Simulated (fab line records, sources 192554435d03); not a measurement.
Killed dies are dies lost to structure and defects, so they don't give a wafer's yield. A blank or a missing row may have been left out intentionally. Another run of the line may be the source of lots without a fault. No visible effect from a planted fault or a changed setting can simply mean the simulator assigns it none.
Which tool was responsible? / flow n5 finfet / Sampling: 10 lots, 29 wafers, 5 of 1938 route steps

## WHAT THE GAUGES SHOWED, per wafer
N5_MOL_CONTACT_COAG_OVL_MEAS_85.
lot=L364; measured=day 5 14:34; on=overlay-01; VG_OVL (nm)=0.6 -0.3 0.0
lot=L365; measured=day 5 19:33; on=overlay-01; VG_OVL (nm)=0.1 -0.1 1.1
lot=L367; measured=day 6 06:26; on=overlay-01; VG_OVL (nm)=0.0 -1.2 -1.4
lot=L371; measured=day 7 02:35; on=overlay-01; VG_OVL (nm)=0.6 -0.6 -0.2
lot=L374; measured=day 7 21:54; on=overlay-02; VG_OVL (nm)=-0.6 0.6
lot=L377; measured=day 8 18:17; on=overlay-01; VG_OVL (nm)=12.5 12.8 12.6
lot=L378; measured=day 8 21:57; on=overlay-01; VG_OVL (nm)=11.9 10.9 11.2
lot=L380; measured=day 9 10:52; on=overlay-01; VG_OVL (nm)=-1.1 -1.1 -0.6
lot=L383; measured=day 9 23:22; on=overlay-01; VG_OVL (nm)=-1.0 -0.8 -0.4
lot=L384; measured=day 10 12:22; on=overlay-02; VG_OVL (nm)=-1.7 -0.7 -1.1

## EACH LOT AND THE TOOL THAT RAN IT (in order: tool; ch and the chambers of the sampled wafers; start)
lot=L364; N5_MOL_CONTACT_COAG_PRE_CLEAN_141=pvd sputter-01, day 5 07:14; N5_MOL_CONTACT_COAG_ALD_27=ald sin-03 ch 1,2, day 5 11:47; N5_MOL_CONTACT_COAG_CMP_28=cmp-04 ch 2,3, day 5 13:22; N5_MOL_CONTACT_COAG_EXPOSE_81=euv scanner-01 ch 0, day 5 14:24
lot=L365; N5_MOL_CONTACT_COAG_PRE_CLEAN_141=pvd sputter-03, day 5 12:19; N5_MOL_CONTACT_COAG_ALD_27=ald sin-01 ch 0,2,3, day 5 16:35; N5_MOL_CONTACT_COAG_CMP_28=cmp-03 ch 1,2, day 5 18:15; N5_MOL_CONTACT_COAG_EXPOSE_81=euv scanner-02 ch 0, day 5 19:23
lot=L367; N5_MOL_CONTACT_COAG_PRE_CLEAN_141=pvd sputter-01, day 5 22:56; N5_MOL_CONTACT_COAG_ALD_27=ald sin-03 ch 0,3, day 6 03:22; N5_MOL_CONTACT_COAG_CMP_28=cmp-02 ch 1,2,3, day 6 05:01; N5_MOL_CONTACT_COAG_EXPOSE_81=euv scanner-01 ch 0, day 6 06:16
lot=L371; N5_MOL_CONTACT_COAG_PRE_CLEAN_141=pvd sputter-03, day 6 19:30; N5_MOL_CONTACT_COAG_ALD_27=ald sin-04 ch 1,2,3, day 6 23:47; N5_MOL_CONTACT_COAG_CMP_28=cmp-03 ch 1,3, day 7 01:22; N5_MOL_CONTACT_COAG_EXPOSE_81=euv scanner-02 ch 0, day 7 02:25
lot=L374; N5_MOL_CONTACT_COAG_PRE_CLEAN_141=pvd sputter-02, day 7 14:53; N5_MOL_CONTACT_COAG_ALD_27=ald sin-04 ch 0,3, day 7 19:07; N5_MOL_CONTACT_COAG_CMP_28=cmp-04 ch 0,2, day 7 20:46; N5_MOL_CONTACT_COAG_EXPOSE_81=euv scanner-02 ch 0, day 7 21:44
lot=L377; N5_MOL_CONTACT_COAG_PRE_CLEAN_141=pvd sputter-02, day 8 09:49; N5_MOL_CONTACT_COAG_ALD_27=ald sin-04 ch 0,1,3, day 8 15:17; N5_MOL_CONTACT_COAG_CMP_28=cmp-03 ch 1,2, day 8 16:51; N5_MOL_CONTACT_COAG_EXPOSE_81=euv scanner-01 ch 0, day 8 18:07
lot=L378; N5_MOL_CONTACT_COAG_PRE_CLEAN_141=pvd sputter-02, day 8 13:51; N5_MOL_CONTACT_COAG_ALD_27=ald sin-01 ch 0,2,3, day 8 18:56; N5_MOL_CONTACT_COAG_CMP_28=cmp-02 ch 0,2,3, day 8 20:30; N5_MOL_CONTACT_COAG_EXPOSE_81=euv scanner-01 ch 0, day 8 21:47
lot=L380; N5_MOL_CONTACT_COAG_PRE_CLEAN_141=pvd sputter-02, day 9 02:25; N5_MOL_CONTACT_COAG_ALD_27=ald sin-01 ch 0,2,3, day 9 07:40; N5_MOL_CONTACT_COAG_CMP_28=cmp-02 ch 1,2,3, day 9 09:18; N5_MOL_CONTACT_COAG_EXPOSE_81=euv scanner-02 ch 0, day 9 10:41
lot=L383; N5_MOL_CONTACT_COAG_PRE_CLEAN_141=pvd sputter-03, day 9 16:31; N5_MOL_CONTACT_COAG_ALD_27=ald sin-04 ch 0,2,3, day 9 20:05; N5_MOL_CONTACT_COAG_CMP_28=cmp-02 ch 0,2,3, day 9 21:39; N5_MOL_CONTACT_COAG_EXPOSE_81=euv scanner-02 ch 0, day 9 23:12
lot=L384; N5_MOL_CONTACT_COAG_PRE_CLEAN_141=pvd sputter-01, day 10 05:08; N5_MOL_CONTACT_COAG_ALD_27=ald sin-01 ch 2,3, day 10 09:32; N5_MOL_CONTACT_COAG_CMP_28=cmp-02 ch 0,1,2, day 10 11:11; N5_MOL_CONTACT_COAG_EXPOSE_81=euv scanner-02 ch 0, day 10 12:11
- N5_MOL_CONTACT_COAG_PRE_CLEAN_141: time 60 s.
- N5_MOL_CONTACT_COAG_ALD_27: deposits SiOC, target thk 17 nm, pulse time 1.5 s, time 2720 s.
- N5_MOL_CONTACT_COAG_CMP_28: polishes, stops on SiNx, t overpolish 0.85 s, target thk 14.522 nm.
- N5_MOL_CONTACT_COAG_EXPOSE_81: exposes mask VG, defocus 0 nm.

## THE ANSWER, worked out from the rows above alone
Rule: the usual values come from the lots themselves. Put in order of their means at a reading, lots are off if they are a third of the lots or fewer, leave a main group of 4 or more, and stand apart from it by a gap of 3 or more times the standard deviation of the main group's means; of several such gaps the widest counts. The tables above print the reading to a certain number of digits; a main group whose means all agree to those digits is not used. Also off: a lot with no number at a reading for which 4 or more lots have one. The other lots that the step has rows for count as sound.
Off: L377, L378, seen at N5_MOL_CONTACT_COAG_OVL_MEAS_85 (VG_OVL). For the main group the mean is -0.4 nm and the standard deviation 0.54.
A tool fits if, at a process step before that reading, it ran every lot that is off, and no sound lot after the first of them. The gauges at N5_MOL_CONTACT_COAG_OVL_MEAS_85 are tried like those tools. One fits: euv scanner-01 at N5_MOL_CONTACT_COAG_EXPOSE_81. Its last sound lot is L367 (day 6 06:16), its first lot that is off L377 (day 8 18:07): a fault that began between those two fits.

## WHAT WAS PUT IN BY THE SIMULATOR
Scanner matching overlay: euv scanner-01, from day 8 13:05 on, at N5_MOL_CONTACT_COAG_EXPOSE_81. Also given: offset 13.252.
Struck lots among those shown: L377, L378. The rule above reached the same finding.
